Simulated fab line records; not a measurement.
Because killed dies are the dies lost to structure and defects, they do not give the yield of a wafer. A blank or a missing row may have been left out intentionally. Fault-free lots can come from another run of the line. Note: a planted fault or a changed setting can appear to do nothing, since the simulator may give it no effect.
Split-lot trial :: flow n5 finfet :: 21 wafers read across 7 lots, on a route 1938 steps long

== ON THE SPLIT ==
At N5_BEOL_M2_EXPOSE_08 (exposes mask M2), the setting dose mj was moved away from the recipe's 41.25 on 7 of the 21 wafers read, by -6.0% to +6.2%. The other wafers ran this setting at the recipe's value.

== FROM THE SPLIT TO THE READING: what the file shows between them, 16 steps ==
- N5_BEOL_M2_PEB_09: peb time 60 s
- N5_BEOL_M2_DEVELOP_10: develop time 30 s
- N5_BEOL_M2_CD_MEAS_11: target cd 16.79 nm
- N5_BEOL_M2_DESCUM_16: chemistry O2, time 7 s
- N5_BEOL_M2_ETCH_74: etches underlayer in N2/H2, target depth 6.5 nm, time 5.2 s
- N5_BEOL_M2_ETCH_63: etches SiARC in CF4, target depth 15.6 nm, time 26 s
- N5_BEOL_M2_ETCH_64: etches SOC in N2/H2, target depth 75 nm, overetch 22.5 nm, time 121.9 s
- N5_BEOL_M2_STRIP_75: strips in N2/H2
- N5_BEOL_M2_STRIP_66: strips in CF4
- N5_BEOL_M2_HM_OPEN_17: chemistry Cl2/BCl3, target TiN, target depth 20 nm, overetch 6 nm
- N5_BEOL_M2_STRIP_19: strips in O2
- N5_BEOL_M2_CD_MEAS_18: pitch 36 nm, target cd 18 nm
- N5_BEOL_M2_COAT_67: time 60 s, resist thk 60 nm
- N5_BEOL_M2_COAT_68: time 60 s, resist thk 12 nm
- N5_BEOL_M2_PRECLEAN_42: cleans in residue remover, time 60 s
- N5_BEOL_M2_SRD_43: time 30 s

== THE READING ==
cd nm, in nm, at N5_BEOL_M2_CD_MEAS_35 (target cd 18 nm, target cd y 22.2 nm). On this fab line, fault-free wafers typically give 18.0 nm with a standard deviation of 0.32 nm.

wafer: L077.1
tool, chamber at the split: euv scanner-01, 0
dose mj as run: 41.25
against the recipe: recipe
cd nm, nm: 17.7
against lot-mates on the recipe: -

wafer: L077.4
tool, chamber at the split: euv scanner-01, 0
dose mj as run: 41.25
against the recipe: recipe
cd nm, nm: 18.2
against lot-mates on the recipe: -

wafer: L077.5
tool, chamber at the split: euv scanner-01, 0
dose mj as run: 41.25
against the recipe: recipe
cd nm, nm: 17.5
against lot-mates on the recipe: -

wafer: L081.1
tool, chamber at the split: euv scanner-02, 0
dose mj as run: 41.25
against the recipe: recipe
cd nm, nm: 17.8
against lot-mates on the recipe: -

wafer: L081.2
tool, chamber at the split: euv scanner-02, 0
dose mj as run: 39.92
against the recipe: -3.2%
cd nm, nm: 17.5
against lot-mates on the recipe: -0.4

wafer: L081.3
tool, chamber at the split: euv scanner-02, 0
dose mj as run: 41.25
against the recipe: recipe
cd nm, nm: 17.9
against lot-mates on the recipe: -

wafer: L083.1
tool, chamber at the split: euv scanner-01, 0
dose mj as run: 43.49
against the recipe: +5.4%
cd nm, nm: 19.0
against lot-mates on the recipe: +1.1

wafer: L083.3
tool, chamber at the split: euv scanner-01, 0
dose mj as run: 43.49
against the recipe: +5.4%
cd nm, nm: 18.8
against lot-mates on the recipe: +0.9

wafer: L083.4
tool, chamber at the split: euv scanner-01, 0
dose mj as run: 41.25
against the recipe: recipe
cd nm, nm: 17.9
against lot-mates on the recipe: -

wafer: L085.1
tool, chamber at the split: euv scanner-02, 0
dose mj as run: 41.25
against the recipe: recipe
cd nm, nm: 17.7
against lot-mates on the recipe: -

wafer: L085.3
tool, chamber at the split: euv scanner-02, 0
dose mj as run: 42.11
against the recipe: +2.1%
cd nm, nm: 18.5
against lot-mates on the recipe: +0.8

wafer: L085.4
tool, chamber at the split: euv scanner-02, 0
dose mj as run: 42.11
against the recipe: +2.1%
cd nm, nm: 18.3
against lot-mates on the recipe: +0.6

wafer: L095.1
tool, chamber at the split: euv scanner-02, 0
dose mj as run: 41.25
against the recipe: recipe
cd nm, nm: 17.6
against lot-mates on the recipe: -

wafer: L095.5
tool, chamber at the split: euv scanner-02, 0
dose mj as run: 41.25
against the recipe: recipe
cd nm, nm: 17.6
against lot-mates on the recipe: -

wafer: L095.6
tool, chamber at the split: euv scanner-02, 0
dose mj as run: 43.79
against the recipe: +6.2%
cd nm, nm: 19.1
against lot-mates on the recipe: +1.5

wafer: L096.1
tool, chamber at the split: euv scanner-02, 0
dose mj as run: 38.79
against the recipe: -6.0%
cd nm, nm: 16.8
against lot-mates on the recipe: -1.3

wafer: L096.2
tool, chamber at the split: euv scanner-02, 0
dose mj as run: 41.25
against the recipe: recipe
cd nm, nm: 17.9
against lot-mates on the recipe: -

wafer: L096.5
tool, chamber at the split: euv scanner-02, 0
dose mj as run: 41.25
against the recipe: recipe
cd nm, nm: 18.3
against lot-mates on the recipe: -

wafer: L097.3
tool, chamber at the split: euv scanner-02, 0
dose mj as run: 41.25
against the recipe: recipe
cd nm, nm: 17.7
against lot-mates on the recipe: -

wafer: L097.5
tool, chamber at the split: euv scanner-02, 0
dose mj as run: 41.25
against the recipe: recipe
cd nm, nm: 17.6
against lot-mates on the recipe: -

wafer: L097.6
tool, chamber at the split: euv scanner-02, 0
dose mj as run: 41.25
against the recipe: recipe
cd nm, nm: 18.0
against lot-mates on the recipe: -

FIT RESULTS
A straight line over all 21 wafers: cd nm changes by +0.189 nm for each +1% of dose mj; r = +0.92; the points scatter about the line by 0.22 nm.
The same after taking each lot's own level away (the mean of its wafers on the recipe; 21 wafers): +0.208 nm for each +1%; r = +0.94; scatter 0.2 nm.
On that fit, the largest move of dose mj shifts the reading by 1.3 nm.
Measured against the standard deviation above, the lots' own levels, which go from 17.60 to 18.10 nm, span 1.6 times it.
The two slopes are in agreement: the lot-to-lot level therefore moves the slope only a little.
Check: for one of the wafers moved furthest among these (+6.2%), held out of the fit, the line's prediction against its lot-mates is +1.25 nm. Against them it came out at +1.5 nm.

== THE OTHER SPLITS THESE WAFERS WENT THROUGH ==
Other splits were also applied to these wafers ahead of the reading. Each is held against what the fit with the lots' levels taken away leaves over:
other split on the same wafers: N5_SDB_ETCH_18 source w
wafers away from the commonest value: 12
r with cd nm (lot level and that fit taken away): +0.10

other split on the same wafers: N5_HKMG_FIN_CMP_23 platen rpm
wafers away from the commonest value: 6
r with cd nm (lot level and that fit taken away): +0.13

other split on the same wafers: N5_GATE_CUT_COAT_27 spin rpm
wafers away from the commonest value: 7
r with cd nm (lot level and that fit taken away): -0.31

other split on the same wafers: N5_GATE_CUT_ETCH_36 cf4 flow sccm
wafers away from the commonest value: 7
r with cd nm (lot level and that fit taken away): +0.14

other split on the same wafers: N5_MOL_CONTACT_COAG_ALD_27 time s
wafers away from the commonest value: 4
r with cd nm (lot level and that fit taken away): +0.03

other split on the same wafers: N5_MOL_CONTACT_COAG_VIA_ETCH_117 bias w
wafers away from the commonest value: 4
r with cd nm (lot level and that fit taken away): -0.35

other split on the same wafers: N5_BEOL_M0_SAQP_EXPOSE_11 dose mj
wafers away from the commonest value: 10
r with cd nm (lot level and that fit taken away): -0.11

other split on the same wafers: N5_BEOL_M0_SAQP_DEVELOP_13 develop time s
wafers away from the commonest value: 6
r with cd nm (lot level and that fit taken away): -0.23

== THE WHOLE CHAIN: every reading that the file lists as answering this split, in the file's order ==
step: N5_BEOL_M2_CD_MEAS_11
what it does: target cd 16.79 nm
reading: cd nm
change (the file's fit): +0.195 nm for each +1% of the setting
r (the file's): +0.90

step: N5_BEOL_M2_ETCH_74
what it does: etches underlayer in N2/H2, target depth 6.5 nm, time 5.2 s
reading: BEOL_M2.cd offset nm (the simulator's own value, which no gauge read)
change (the file's fit): +0.185 nm for each +1% of the setting
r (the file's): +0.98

step: N5_BEOL_M2_HM_OPEN_17
what it does: chemistry Cl2/BCl3, target TiN, target depth 20 nm, overetch 6 nm
reading: BEOL_M2.cd offset nm (the simulator's own value, which no gauge read)
change (the file's fit): +0.202 nm for each +1% of the setting
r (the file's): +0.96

step: N5_BEOL_M2_CD_MEAS_18
what it does: pitch 36 nm, target cd 18 nm
reading: cd nm
change (the file's fit): +0.156 nm for each +1% of the setting
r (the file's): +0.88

step: N5_BEOL_M2_CD_MEAS_35
what it does: target cd 18 nm, target cd y 22.2 nm
reading: cd nm
change (the file's fit): +0.216 nm for each +1% of the setting
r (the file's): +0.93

== THE FILE'S OWN FIT ==
cd nm changes by +0.216 nm for each +1% of dose mj, r = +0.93.
